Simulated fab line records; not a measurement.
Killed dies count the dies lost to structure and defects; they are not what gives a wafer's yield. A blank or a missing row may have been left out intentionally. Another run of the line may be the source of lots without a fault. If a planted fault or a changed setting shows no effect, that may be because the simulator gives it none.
fab line records / flow n5_finfet
record lots=12 wafers=36 last_day=19
route steps=1938 shown HKMG_FIN@459 BEOL_M15@1825 TV_LITHO@1883 TV_OPEN@1887 PASSIVATION@1936
lots that met no fault: taken from a fault-free run of the same line
start_h: start of the lot's first displayed wafer, in hours after the record's first day / wait_h: time in hours since the lot's previous step / " unchanged from the row above / L1.1+2: a row that stands for several wafers / - value missing, or start not given / * or withheld: withheld / < > ~ a bound
route shown NAME@n: NAME is a module with steps in the file, n the number in the route of the first one / usual: mean/standard deviation taken from wafers without a fault / same: alike in all rows / chamber/n: place in a boat / sites: per-site readings / _std_site: how widely they spread, as a standard deviation / _edge_site: mean of outer sites minus mean of inner sites / radius_mm: how far each site lies from the wafer's centre / mask NAME#n: copy n / behind: the last tool/chamber to shape the wafer / hold: cause of the lot's hold/its duration in hours/its outcome / device: names the non-switching transistor (n, p or np) / end of line: the route-end tests of the same wafers / step lacking rows: just its recipe / killed: count of dies lost to structure and defects at first sort (not the wafer's yield) / map: shows each die of a wafer: x if killed, . if not, _ if none is there
set.NAME: the setting as run; set.NAME@STEP: as run at that earlier step / model.NAME: the simulator's own value behind a step, which no gauge read
steps of the route over a sample of lots; a table a step, a row a wafer
services: a tool's chamber out of use, with start hour (start_h, from the record's first day; less than 0 if before it), hours out, and reason
## steps
# step N5_HKMG_FIN_PRECLEAN_83
# recipe chemistry=DIW time_s=57.5 temp_c=23
lot.wafer=L220.2+4+5 tool=wet_bench-05 chamber=7,2,6 start_h=84.83 wait_h=0.0
lot.wafer=L221.3+4+5 tool=wet_bench-05 chamber=2,1,4 start_h=94.49 wait_h=0.0
lot.wafer=L222.1+5+6 tool=wet_bench-05 chamber=3,5,6 start_h=96.29 wait_h=0.0
lot.wafer=L223.1+4+5 tool=wet_bench-03 chamber=1,3,2 start_h=104.10 wait_h=0.1
lot.wafer=L226.2+3+4 tool=wet_bench-06 chamber=3,6,7 start_h=123.00 wait_h=0.0
lot.wafer=L227.3+5+6 tool=wet_bench-03 chamber=5,1,6 start_h=130.34 wait_h=0.0
lot.wafer=L228.1+3+5 tool=wet_bench-03 chamber=6,4,7 start_h=136.82 wait_h=0.1
lot.wafer=L233.1+3+6 tool=wet_bench-06 chamber=0,4,1 start_h=166.10 wait_h=0.0
lot.wafer=L238.1+2+6 tool=wet_bench-06 chamber=5,2,4 start_h=197.64 wait_h=0.0
lot.wafer=L239.1+2+6 tool=wet_bench-03 chamber=1,7,6 start_h=199.73 wait_h=0.0
lot.wafer=L240.2+3+6 tool=wet_bench-03 chamber=5,3,4 start_h=206.40 wait_h=0.0
lot.wafer=L241.1+2+4 tool=wet_bench-03 chamber=6,7,3 start_h=211.42 wait_h=0.0
# step N5_BEOL_M15_THK_MEAS_50
# recipe thk_meas_gauge=xrf reads=Cu_of_BEOL_M15_ECD_47
# usual M15_THK=834/20
lot.wafer=L220.2 tool=film_metro-02 chamber=- start_h=281.50 wait_h=- M15_THK[nm]=810
lot.wafer=L220.4 tool=film_metro-02 chamber=- start_h=281.50 wait_h=- M15_THK[nm]=821
lot.wafer=L220.5 tool=film_metro-02 chamber=- start_h=281.50 wait_h=- M15_THK[nm]=811
lot.wafer=L221.3 tool=film_metro-02 chamber=- start_h=283.39 wait_h=- M15_THK[nm]=821
lot.wafer=L221.4 tool=film_metro-02 chamber=- start_h=283.39 wait_h=- M15_THK[nm]=827
lot.wafer=L221.5 tool=film_metro-02 chamber=- start_h=283.39 wait_h=- M15_THK[nm]=808
lot.wafer=L223.1 tool=film_metro-02 chamber=- start_h=302.01 wait_h=- M15_THK[nm]=817
lot.wafer=L223.4 tool=film_metro-02 chamber=- start_h=302.01 wait_h=- M15_THK[nm]=820
lot.wafer=L223.5 tool=film_metro-02 chamber=- start_h=302.01 wait_h=- M15_THK[nm]=817
lot.wafer=L222.1 tool=film_metro-02 chamber=- start_h=306.79 wait_h=- M15_THK[nm]=844
lot.wafer=L222.5 tool=film_metro-02 chamber=- start_h=306.79 wait_h=- M15_THK[nm]=830
lot.wafer=L222.6 tool=film_metro-02 chamber=- start_h=306.79 wait_h=- M15_THK[nm]=849
lot.wafer=L226.2 tool=film_metro-02 chamber=- start_h=330.97 wait_h=- M15_THK[nm]=849
lot.wafer=L226.3 tool=film_metro-02 chamber=- start_h=330.97 wait_h=- M15_THK[nm]=807
lot.wafer=L226.4 tool=film_metro-02 chamber=- start_h=330.97 wait_h=- M15_THK[nm]=813
lot.wafer=L227.3 tool=film_metro-01 chamber=- start_h=344.41 wait_h=- M15_THK[nm]=848
lot.wafer=L227.5 tool=film_metro-01 chamber=- start_h=344.41 wait_h=- M15_THK[nm]=856
lot.wafer=L227.6 tool=film_metro-01 chamber=- start_h=344.41 wait_h=- M15_THK[nm]=846
lot.wafer=L228.1 tool=film_metro-01 chamber=- start_h=363.93 wait_h=- M15_THK[nm]=838
lot.wafer=L228.3 tool=film_metro-01 chamber=- start_h=363.93 wait_h=- M15_THK[nm]=829
lot.wafer=L228.5 tool=film_metro-01 chamber=- start_h=363.93 wait_h=- M15_THK[nm]=834
lot.wafer=L233.1 tool=film_metro-01 chamber=- start_h=386.12 wait_h=- M15_THK[nm]=864
lot.wafer=L233.3 tool=film_metro-01 chamber=- start_h=386.12 wait_h=- M15_THK[nm]=850
lot.wafer=L233.6 tool=film_metro-01 chamber=- start_h=386.12 wait_h=- M15_THK[nm]=863
lot.wafer=L239.1 tool=film_metro-01 chamber=- start_h=411.30 wait_h=- M15_THK[nm]=856
lot.wafer=L239.2 tool=film_metro-01 chamber=- start_h=411.30 wait_h=- M15_THK[nm]=836
lot.wafer=L239.6 tool=film_metro-01 chamber=- start_h=411.30 wait_h=- M15_THK[nm]=827
lot.wafer=L238.1 tool=film_metro-02 chamber=- start_h=415.35 wait_h=- M15_THK[nm]=846
lot.wafer=L238.2 tool=film_metro-02 chamber=- start_h=415.35 wait_h=- M15_THK[nm]=819
lot.wafer=L238.6 tool=film_metro-02 chamber=- start_h=415.35 wait_h=- M15_THK[nm]=844
lot.wafer=L240.2 tool=film_metro-02 chamber=- start_h=436.66 wait_h=- M15_THK[nm]=829
lot.wafer=L240.3 tool=film_metro-02 chamber=- start_h=436.66 wait_h=- M15_THK[nm]=829
lot.wafer=L240.6 tool=film_metro-02 chamber=- start_h=436.66 wait_h=- M15_THK[nm]=836
lot.wafer=L241.1 tool=film_metro-01 chamber=- start_h=437.11 wait_h=- M15_THK[nm]=856
lot.wafer=L241.2 tool=film_metro-01 chamber=- start_h=437.11 wait_h=- M15_THK[nm]=839
lot.wafer=L241.4 tool=film_metro-01 chamber=- start_h=437.11 wait_h=- M15_THK[nm]=819
# step N5_PASSIVATION_CD_MEAS_10
# recipe target_cd_nm=3000 landing_energy_ev=500 detector=se_inlens
# usual cd_nm=3000.5/1.9
lot.wafer=L220.2 tool=cd_sem-01 chamber=0 start_h=286.64 wait_h=- cd_nm=2999.2
lot.wafer=L220.4 tool=cd_sem-01 chamber=0 start_h=286.64 wait_h=- cd_nm=2999.2
lot.wafer=L220.5 tool=cd_sem-01 chamber=0 start_h=286.64 wait_h=- cd_nm=3002.4
lot.wafer=L221.3 tool=cd_sem-01 chamber=0 start_h=291.33 wait_h=- cd_nm=3000.7
lot.wafer=L221.4 tool=cd_sem-01 chamber=0 start_h=291.33 wait_h=- cd_nm=2999.4
lot.wafer=L221.5 tool=cd_sem-01 chamber=0 start_h=291.33 wait_h=- cd_nm=2997.5
lot.wafer=L223.1 tool=cd_sem-02 chamber=0 start_h=308.64 wait_h=- cd_nm=3000.9
lot.wafer=L223.4 tool=cd_sem-02 chamber=0 start_h=308.64 wait_h=- cd_nm=3002.1
lot.wafer=L223.5 tool=cd_sem-02 chamber=0 start_h=308.64 wait_h=- cd_nm=3001.8
lot.wafer=L222.1 tool=cd_sem-02 chamber=0 start_h=315.48 wait_h=- cd_nm=3000.5
lot.wafer=L222.5 tool=cd_sem-02 chamber=0 start_h=315.48 wait_h=- cd_nm=2996.5
lot.wafer=L222.6 tool=cd_sem-02 chamber=0 start_h=315.48 wait_h=- cd_nm=2999.0
lot.wafer=L226.2 tool=cd_sem-03 chamber=0 start_h=339.62 wait_h=- cd_nm=2999.0
lot.wafer=L226.3 tool=cd_sem-03 chamber=0 start_h=339.62 wait_h=- cd_nm=3000.7
lot.wafer=L226.4 tool=cd_sem-03 chamber=0 start_h=339.62 wait_h=- cd_nm=3000.8
lot.wafer=L227.3 tool=cd_sem-02 chamber=0 start_h=349.73 wait_h=- cd_nm=2999.7
lot.wafer=L227.5 tool=cd_sem-02 chamber=0 start_h=349.73 wait_h=- cd_nm=2997.5
lot.wafer=L227.6 tool=cd_sem-02 chamber=0 start_h=349.73 wait_h=- cd_nm=2998.1
lot.wafer=L228.1 tool=cd_sem-03 chamber=0 start_h=371.42 wait_h=- cd_nm=3001.9
lot.wafer=L228.3 tool=cd_sem-03 chamber=0 start_h=371.42 wait_h=- cd_nm=3004.0
lot.wafer=L228.5 tool=cd_sem-03 chamber=0 start_h=371.42 wait_h=- cd_nm=3003.1
lot.wafer=L233.1 tool=cd_sem-01 chamber=0 start_h=393.87 wait_h=- cd_nm=3002.7
lot.wafer=L233.3 tool=cd_sem-01 chamber=0 start_h=393.87 wait_h=- cd_nm=3001.0
lot.wafer=L233.6 tool=cd_sem-01 chamber=0 start_h=393.87 wait_h=- cd_nm=3000.7
lot.wafer=L239.1 tool=cd_sem-03 chamber=0 start_h=417.13 wait_h=- cd_nm=3003.0
lot.wafer=L239.2 tool=cd_sem-03 chamber=0 start_h=417.13 wait_h=- cd_nm=3001.4
lot.wafer=L239.6 tool=cd_sem-03 chamber=0 start_h=417.13 wait_h=- cd_nm=2999.4
lot.wafer=L238.1 tool=cd_sem-02 chamber=0 start_h=421.09 wait_h=- cd_nm=3000.1
lot.wafer=L238.2 tool=cd_sem-02 chamber=0 start_h=421.09 wait_h=- cd_nm=3001.3
lot.wafer=L238.6 tool=cd_sem-02 chamber=0 start_h=421.09 wait_h=- cd_nm=2998.9
lot.wafer=L240.2 tool=cd_sem-02 chamber=0 start_h=443.75 wait_h=- cd_nm=3000.1
lot.wafer=L240.3 tool=cd_sem-02 chamber=0 start_h=443.75 wait_h=- cd_nm=3001.9
lot.wafer=L240.6 tool=cd_sem-02 chamber=0 start_h=443.75 wait_h=- cd_nm=2997.8
lot.wafer=L241.1 tool=cd_sem-02 chamber=0 start_h=444.60 wait_h=- cd_nm=3002.5
lot.wafer=L241.2 tool=cd_sem-02 chamber=0 start_h=444.60 wait_h=- cd_nm=3002.6
lot.wafer=L241.4 tool=cd_sem-02 chamber=0 start_h=444.60 wait_h=- cd_nm=3000.5
# step N5_PASSIVATION_PASS_ETCH_74
# recipe chemistry=CF4/O2 target=SiNx target_depth_a=2200 time_s=110 ion_energy_ev=100 pressure_mtorr=40 source_w=535 bias_w=49 Ar_flow_sccm=100 cf4_flow_sccm=100 O2_flow_sccm=10
# usual drypump_motor_current_A=5.6/0.48 oes_product_au=0.82/0.098 rf_vpp_V=244/3 showerhead_plenum_p_Torr=2.22/0.077 throttle_valve_pct=15.83/0.27
lot.wafer=L220.2 tool=rie_diel-03 chamber=1 start_h=286.79 wait_h=0.0 drypump_motor_current_A=6.4 oes_product_au=0.91 rf_hours_counter_h=25 rf_vpp_V=240 showerhead_plenum_p_Torr=2.16 throttle_valve_pct=15.51
lot.wafer=L220.4 tool=rie_diel-03 chamber=2 start_h=286.79 wait_h=0.0 drypump_motor_current_A=5.6 oes_product_au=0.93 rf_hours_counter_h=10 rf_vpp_V=245 showerhead_plenum_p_Torr=2.24 throttle_valve_pct=15.49
lot.wafer=L220.5 tool=rie_diel-03 chamber=1 start_h=286.79 wait_h=0.0 drypump_motor_current_A=6.4 oes_product_au=0.92 rf_hours_counter_h=- rf_vpp_V=239 showerhead_plenum_p_Torr=2.16 throttle_valve_pct=15.49
lot.wafer=L221.3 tool=rie_diel-02 chamber=2 start_h=291.49 wait_h=0.0 drypump_motor_current_A=5.6 oes_product_au=0.69 rf_hours_counter_h=225 rf_vpp_V=242 showerhead_plenum_p_Torr=2.25 throttle_valve_pct=15.89
lot.wafer=L221.4 tool=rie_diel-02 chamber=3 start_h=291.49 wait_h=0.0 drypump_motor_current_A=6.0 oes_product_au=0.69 rf_hours_counter_h=227 rf_vpp_V=240 showerhead_plenum_p_Torr=2.11 throttle_valve_pct=16.20
lot.wafer=L221.5 tool=rie_diel-02 chamber=1 start_h=291.49 wait_h=0.0 drypump_motor_current_A=6.4 oes_product_au=0.73 rf_hours_counter_h=- rf_vpp_V=243 showerhead_plenum_p_Torr=2.13 throttle_valve_pct=16.23
lot.wafer=L223.1 tool=rie_diel-05 chamber=0 start_h=308.80 wait_h=0.0 drypump_motor_current_A=5.6 oes_product_au=0.90 rf_hours_counter_h=33 rf_vpp_V=238 showerhead_plenum_p_Torr=2.15 throttle_valve_pct=15.86
lot.wafer=L223.4 tool=rie_diel-05 chamber=1 start_h=308.80 wait_h=0.0 drypump_motor_current_A=5.4 oes_product_au=0.82 rf_hours_counter_h=92 rf_vpp_V=246 showerhead_plenum_p_Torr=2.32 throttle_valve_pct=15.80
lot.wafer=L223.5 tool=rie_diel-05 chamber=1 start_h=308.80 wait_h=0.0 drypump_motor_current_A=5.4 oes_product_au=0.83 rf_hours_counter_h=- rf_vpp_V=247 showerhead_plenum_p_Torr=2.32 throttle_valve_pct=15.80
lot.wafer=L222.1 tool=rie_diel-03 chamber=2 start_h=315.63 wait_h=0.0 drypump_motor_current_A=5.6 oes_product_au=0.90 rf_hours_counter_h=18 rf_vpp_V=242 showerhead_plenum_p_Torr=2.23 throttle_valve_pct=15.50
lot.wafer=L222.5 tool=rie_diel-03 chamber=1 start_h=315.63 wait_h=0.0 drypump_motor_current_A=6.4 oes_product_au=0.88 rf_hours_counter_h=- rf_vpp_V=240 showerhead_plenum_p_Torr=2.16 throttle_valve_pct=15.51
lot.wafer=L222.6 tool=rie_diel-03 chamber=2 start_h=315.63 wait_h=0.0 drypump_motor_current_A=5.6 oes_product_au=0.90 rf_hours_counter_h=- rf_vpp_V=243 showerhead_plenum_p_Torr=2.23 throttle_valve_pct=15.50
lot.wafer=L226.2 tool=rie_diel-05 chamber=0 start_h=339.81 wait_h=0.0 drypump_motor_current_A=5.5 oes_product_au=0.88 rf_hours_counter_h=38 rf_vpp_V=237 showerhead_plenum_p_Torr=2.15 throttle_valve_pct=15.86
lot.wafer=L226.3 tool=rie_diel-05 chamber=2 start_h=339.81 wait_h=0.0 drypump_motor_current_A=5.6 oes_product_au=0.92 rf_hours_counter_h=28 rf_vpp_V=246 showerhead_plenum_p_Torr=2.34 throttle_valve_pct=15.75
lot.wafer=L226.4 tool=rie_diel-05 chamber=3 start_h=339.81 wait_h=0.0 drypump_motor_current_A=4.9 oes_product_au=0.93 rf_hours_counter_h=11 rf_vpp_V=247 showerhead_plenum_p_Torr=2.25 throttle_valve_pct=15.62
lot.wafer=L227.3 tool=rie_diel-05 chamber=1 start_h=349.97 wait_h=0.0 drypump_motor_current_A=5.4 oes_product_au=0.81 rf_hours_counter_h=100 rf_vpp_V=247 showerhead_plenum_p_Torr=2.31 throttle_valve_pct=15.84
lot.wafer=L227.5 tool=rie_diel-05 chamber=0 start_h=349.97 wait_h=0.0 drypump_motor_current_A=5.5 oes_product_au=0.89 rf_hours_counter_h=- rf_vpp_V=239 showerhead_plenum_p_Torr=2.15 throttle_valve_pct=15.88
lot.wafer=L227.6 tool=rie_diel-05 chamber=3 start_h=349.97 wait_h=0.0 drypump_motor_current_A=4.9 oes_product_au=0.92 rf_hours_counter_h=- rf_vpp_V=247 showerhead_plenum_p_Torr=2.25 throttle_valve_pct=15.64
lot.wafer=L228.1 tool=rie_diel-02 chamber=1 start_h=371.58 wait_h=0.0 drypump_motor_current_A=6.4 oes_product_au=0.71 rf_hours_counter_h=185 rf_vpp_V=242 showerhead_plenum_p_Torr=2.12 throttle_valve_pct=16.28
lot.wafer=L228.3 tool=rie_diel-02 chamber=2 start_h=371.58 wait_h=0.0 drypump_motor_current_A=5.6 oes_product_au=0.66 rf_hours_counter_h=248 rf_vpp_V=243 showerhead_plenum_p_Torr=2.24 throttle_valve_pct=15.93
lot.wafer=L228.5 tool=rie_diel-02 chamber=3 start_h=371.58 wait_h=0.0 drypump_motor_current_A=6.0 oes_product_au=0.69 rf_hours_counter_h=- rf_vpp_V=242 showerhead_plenum_p_Torr=2.10 throttle_valve_pct=16.25
lot.wafer=L233.1 tool=rie_diel-05 chamber=0 start_h=394.55 wait_h=0.0 drypump_motor_current_A=5.5 oes_product_au=0.86 rf_hours_counter_h=52 rf_vpp_V=237 showerhead_plenum_p_Torr=2.15 throttle_valve_pct=15.90
lot.wafer=L233.3 tool=rie_diel-05 chamber=1 start_h=394.55 wait_h=0.0 drypump_motor_current_A=5.4 oes_product_au=0.81 rf_hours_counter_h=113 rf_vpp_V=246 showerhead_plenum_p_Torr=2.31 throttle_valve_pct=15.83
lot.wafer=L233.6 tool=rie_diel-05 chamber=1 start_h=394.55 wait_h=0.0 drypump_motor_current_A=5.4 oes_product_au=0.80 rf_hours_counter_h=- rf_vpp_V=247 showerhead_plenum_p_Torr=2.31 throttle_valve_pct=15.85
lot.wafer=L239.1 tool=rie_diel-02 chamber=1 start_h=417.28 wait_h=0.0 drypump_motor_current_A=6.4 oes_product_au=0.70 rf_hours_counter_h=207 rf_vpp_V=242 showerhead_plenum_p_Torr=2.11 throttle_valve_pct=16.31
lot.wafer=L239.2 tool=rie_diel-02 chamber=0 start_h=417.28 wait_h=0.0 drypump_motor_current_A=5.0 oes_product_au=0.90 rf_hours_counter_h=40 rf_vpp_V=244 showerhead_plenum_p_Torr=2.25 throttle_valve_pct=15.45
lot.wafer=L239.6 tool=rie_diel-02 chamber=3 start_h=417.28 wait_h=0.0 drypump_motor_current_A=6.0 oes_product_au=0.93 rf_hours_counter_h=- rf_vpp_V=245 showerhead_plenum_p_Torr=2.36 throttle_valve_pct=15.79
lot.wafer=L238.1 tool=rie_diel-02 chamber=3 start_h=421.25 wait_h=0.0 drypump_motor_current_A=6.0 oes_product_au=0.94 rf_hours_counter_h=7 rf_vpp_V=245 showerhead_plenum_p_Torr=2.36 throttle_valve_pct=15.78
lot.wafer=L238.2 tool=rie_diel-02 chamber=1 start_h=421.25 wait_h=0.0 drypump_motor_current_A=6.4 oes_product_au=0.71 rf_hours_counter_h=209 rf_vpp_V=243 showerhead_plenum_p_Torr=2.11 throttle_valve_pct=16.31
lot.wafer=L238.6 tool=rie_diel-02 chamber=3 start_h=421.25 wait_h=0.0 drypump_motor_current_A=6.0 oes_product_au=0.92 rf_hours_counter_h=- rf_vpp_V=245 showerhead_plenum_p_Torr=2.36 throttle_valve_pct=15.77
lot.wafer=L240.2 tool=rie_diel-05 chamber=0 start_h=444.23 wait_h=0.0 drypump_motor_current_A=5.6 oes_product_au=0.84 rf_hours_counter_h=67 rf_vpp_V=238 showerhead_plenum_p_Torr=2.14 throttle_valve_pct=15.92
lot.wafer=L240.3 tool=rie_diel-05 chamber=1 start_h=444.23 wait_h=0.0 drypump_motor_current_A=5.4 oes_product_au=0.78 rf_hours_counter_h=128 rf_vpp_V=248 showerhead_plenum_p_Torr=2.30 throttle_valve_pct=15.87
lot.wafer=L240.6 tool=rie_diel-05 chamber=1 start_h=444.23 wait_h=0.0 drypump_motor_current_A=5.4 oes_product_au=0.79 rf_hours_counter_h=- rf_vpp_V=246 showerhead_plenum_p_Torr=2.30 throttle_valve_pct=15.87
lot.wafer=L241.1 tool=rie_diel-05 chamber=0 start_h=445.06 wait_h=0.0 drypump_motor_current_A=5.6 oes_product_au=0.84 rf_hours_counter_h=68 rf_vpp_V=237 showerhead_plenum_p_Torr=2.14 throttle_valve_pct=15.95
lot.wafer=L241.2 tool=rie_diel-05 chamber=2 start_h=445.06 wait_h=0.0 drypump_motor_current_A=5.6 oes_product_au=0.87 rf_hours_counter_h=57 rf_vpp_V=244 showerhead_plenum_p_Torr=2.33 throttle_valve_pct=15.81
lot.wafer=L241.4 tool=rie_diel-05 chamber=1 start_h=445.06 wait_h=0.0 drypump_motor_current_A=5.5 oes_product_au=0.78 rf_hours_counter_h=128 rf_vpp_V=246 showerhead_plenum_p_Torr=2.30 throttle_valve_pct=15.88
# step N5_PASSIVATION_PROBE_49
# usual defect_limited_yield=91.3/1.4 killed_at_M0_to_M3=34/10 killed_at_M4_up=14/5.5 killed_at_contacts=12/6 killed_at_front_end=40/10 killed_at_other=3.0/2.4 killed_dies=103/17 killed_open=68/13 killed_short=34/7.8 sort_bin_5_function=5.1/0.97 sort_bin_6_memory=3.3/0.66 sort_bin_8_speed=0.02/0.12 sort_n_pass=1077/17 sort_yield_pct=91.2/1.4
# same gross_dies=1180 killed_at_back_side=0 sort_bin_4_leakage[%]=0
lot.wafer=L227.3 tool=prober-01 chamber=- start_h=356.71 wait_h=0.1 defect_limited_yield[%]=82.3 killed_at_M0_to_M3=36 killed_at_M4_up=14 killed_at_contacts=15 killed_at_front_end=139 killed_at_other=5 killed_dies=209 killed_open=70 killed_short=29 sort_bin_5_function[%]=11.4 sort_bin_6_memory[%]=5.1 sort_bin_8_speed[%]=0 sort_n_pass=971 sort_yield_pct[%]=82.3
lot.wafer=L227.5 tool=prober-01 chamber=- start_h=356.81 wait_h=0.2 defect_limited_yield[%]=82.0 killed_at_M0_to_M3=33 killed_at_M4_up=21 killed_at_contacts=13 killed_at_front_end=144 killed_at_other=1 killed_dies=212 killed_open=73 killed_short=30 sort_bin_5_function[%]=10.2 sort_bin_6_memory[%]=5.8 sort_bin_8_speed[%]=0 sort_n_pass=968 sort_yield_pct[%]=82.0
lot.wafer=L227.6 tool=prober-01 chamber=- start_h=356.86 wait_h=0.3 defect_limited_yield[%]=86.9 killed_at_M0_to_M3=26 killed_at_M4_up=18 killed_at_contacts=18 killed_at_front_end=90 killed_at_other=2 killed_dies=154 killed_open=78 killed_short=23 sort_bin_5_function[%]=8.6 sort_bin_6_memory[%]=3.6 sort_bin_8_speed[%]=0 sort_n_pass=1026 sort_yield_pct[%]=86.9
lot.wafer=L228.1 tool=prober-02 chamber=- start_h=378.47 wait_h=0.0 defect_limited_yield[%]=89.7 killed_at_M0_to_M3=23 killed_at_M4_up=10 killed_at_contacts=11 killed_at_front_end=73 killed_at_other=4 killed_dies=121 killed_open=51 killed_short=26 sort_bin_5_function[%]=5.4 sort_bin_6_memory[%]=3.4 sort_bin_8_speed[%]=0 sort_n_pass=1059 sort_yield_pct[%]=89.7
lot.wafer=L228.3 tool=prober-02 chamber=- start_h=378.57 wait_h=0.1 defect_limited_yield[%]=85.3 killed_at_M0_to_M3=22 killed_at_M4_up=13 killed_at_contacts=7 killed_at_front_end=132 killed_at_other=0 killed_dies=174 killed_open=42 killed_short=33 sort_bin_5_function[%]=9.4 sort_bin_6_memory[%]=3.5 sort_bin_8_speed[%]=0 sort_n_pass=1006 sort_yield_pct[%]=85.3
lot.wafer=L228.5 tool=prober-02 chamber=- start_h=378.67 wait_h=0.2 defect_limited_yield[%]=83.0 killed_at_M0_to_M3=37 killed_at_M4_up=8 killed_at_contacts=9 killed_at_front_end=144 killed_at_other=3 killed_dies=201 killed_open=54 killed_short=39 sort_bin_5_function[%]=11.7 sort_bin_6_memory[%]=3.3 sort_bin_8_speed[%]=0 sort_n_pass=979 sort_yield_pct[%]=83.0
# killed by level:class
L227.3 HKMG_FIN:unspecified=107 BEOL_M2:geometric_particle:open=12 MOL_CONTACT_COAG:geometric_particle:open=11 BEOL_M1:geometric_particle:open=8 BEOL_M5:geometric_particle:open=5 FIN_SAQP:geometric_particle:short=4 FIN_SAQP:geometric_particle:open=4 STI_FIN_REVEAL:geometric_particle:open=4
L227.5 HKMG_FIN:unspecified=106 FIN_SAQP:geometric_particle:short=12 MOL_CONTACT_COAG:geometric_particle:open=9 BEOL_M2:geometric_particle:open=9 BEOL_M4:geometric_particle:open=9 FIN_SAQP:geometric_particle:open=8 BEOL_M3:geometric_particle:open=7 STI_FIN_REVEAL:geometric_particle:open=6
L227.6 HKMG_FIN:unspecified=51 FIN_SAQP:geometric_particle:open=13 MOL_CONTACT_COAG:geometric_particle:open=12 BEOL_M3:geometric_particle:open=7 FIN_SAQP:geometric_particle:short=6 STI_FIN_REVEAL:geometric_particle:open=6 MOL_CONTACT_COAG:geometric_particle:short=6 BEOL_M1:geometric_particle:open=6
L228.1 HKMG_FIN:unspecified=41 STI_FIN_REVEAL:geometric_particle:open=13 MOL_CONTACT_COAG:geometric_particle:open=6 BEOL_M2:geometric_particle:open=6 MOL_CONTACT_COAG:geometric_particle:short=5 BEOL_M0_SAQP:geometric_particle:short=5 BEOL_M4:geometric_particle:open=5 GATE_CUT:geometric_particle:short=4
L228.3 HKMG_FIN:unspecified=99 GATE_CUT:geometric_particle:short=6 MOL_CONTACT_COAG:geometric_particle:open=6 BEOL_M4:geometric_particle:open=6 STARTING-WAFER:geometric_particle:short=6 STI_FIN_REVEAL:geometric_particle:open=5 BEOL_M0_SAQP:geometric_particle:open=5 BEOL_M2:geometric_particle:short=5
L228.5 HKMG_FIN:unspecified=107 FIN_SAQP:geometric_particle:short=12 BEOL_M2:geometric_particle:open=10 BEOL_M0_SAQP:geometric_particle:short=9 MOL_CONTACT_COAG:geometric_particle:open=8 BEOL_M3:geometric_particle:open=8 FIN_SAQP:geometric_particle:open=6 STI_FIN_REVEAL:geometric_particle:open=5
## services
tool=rie_diel-05 chamber=- start_h=66.04 hours=5.2 kind=repair
tool=rie_diel-03 chamber=- start_h=107.77 hours=2.8 kind=pm
tool=rie_diel-02 chamber=1 start_h=125.47 hours=2.9 kind=repair
tool=wet_bench-06 chamber=- start_h=143.08 hours=6.4 kind=repair
tool=rie_diel-05 chamber=- start_h=154.02 hours=2.8 kind=pm
tool=rie_diel-02 chamber=1 start_h=154.53 hours=9.8 kind=repair
tool=rie_diel-05 chamber=3 start_h=171.94 hours=12.6 kind=repair
tool=rie_diel-03 chamber=0 start_h=202.03 hours=2.2 kind=repair
tool=rie_diel-02 chamber=1 start_h=229.90 hours=7.5 kind=repair
tool=rie_diel-03 chamber=- start_h=240.30 hours=14.6 kind=pm
tool=rie_diel-05 chamber=1 start_h=270.40 hours=3.0 kind=repair
tool=rie_diel-02 chamber=0 start_h=274.42 hours=7.1 kind=repair
tool=wet_bench-03 chamber=- start_h=313.83 hours=1.9 kind=pm
tool=rie_diel-05 chamber=1 start_h=330.57 hours=3.3 kind=repair
tool=rie_diel-03 chamber=2 start_h=333.39 hours=19.1 kind=repair
tool=rie_diel-05 chamber=- start_h=333.75 hours=0.4 kind=repair
tool=rie_diel-02 chamber=0 start_h=350.54 hours=31.6 kind=repair
tool=rie_diel-05 chamber=- start_h=385.81 hours=4.3 kind=pm
tool=rie_diel-05 chamber=3 start_h=390.15 hours=6.0 kind=repair
tool=rie_diel-05 chamber=0 start_h=416.65 hours=2.6 kind=repair
tool=rie_diel-02 chamber=- start_h=427.79 hours=2.8 kind=pm
tool=rie_diel-02 chamber=1 start_h=430.95 hours=4.9 kind=repair
tool=rie_diel-02 chamber=3 start_h=438.89 hours=3.2 kind=repair
tool=rie_diel-02 chamber=2 start_h=440.26 hours=5.5 kind=repair
## key
first_sign step=N5_PASSIVATION_PROBE_49 reading=killed_at_front_end direction=up sigmas=7.7 usual=40 struck=120
effect step=N5_PASSIVATION_PROBE_49 reading=defect_limited_yield direction=down sigmas=4.5 usual=91.3 struck=84.9
more_kills_born_at N5_HKMG_FIN_PRECLEAN_83@wet_bench-03=511
met_at N5_HKMG_FIN_PRECLEAN_83
struck_lots L227,L228
not_acting_at N5_BEOL_M15_THK_MEAS_50,N5_PASSIVATION_CD_MEAS_10,N5_PASSIVATION_PASS_ETCH_74
onset_between 104.10 130.34
fault kind=chamber_particle_source tool=wet_bench-03 chamber=- onset_h=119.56 steps=N5_HKMG_FIN_PRECLEAN_83 rate_per_visit_cm2=0.57228 end_h=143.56
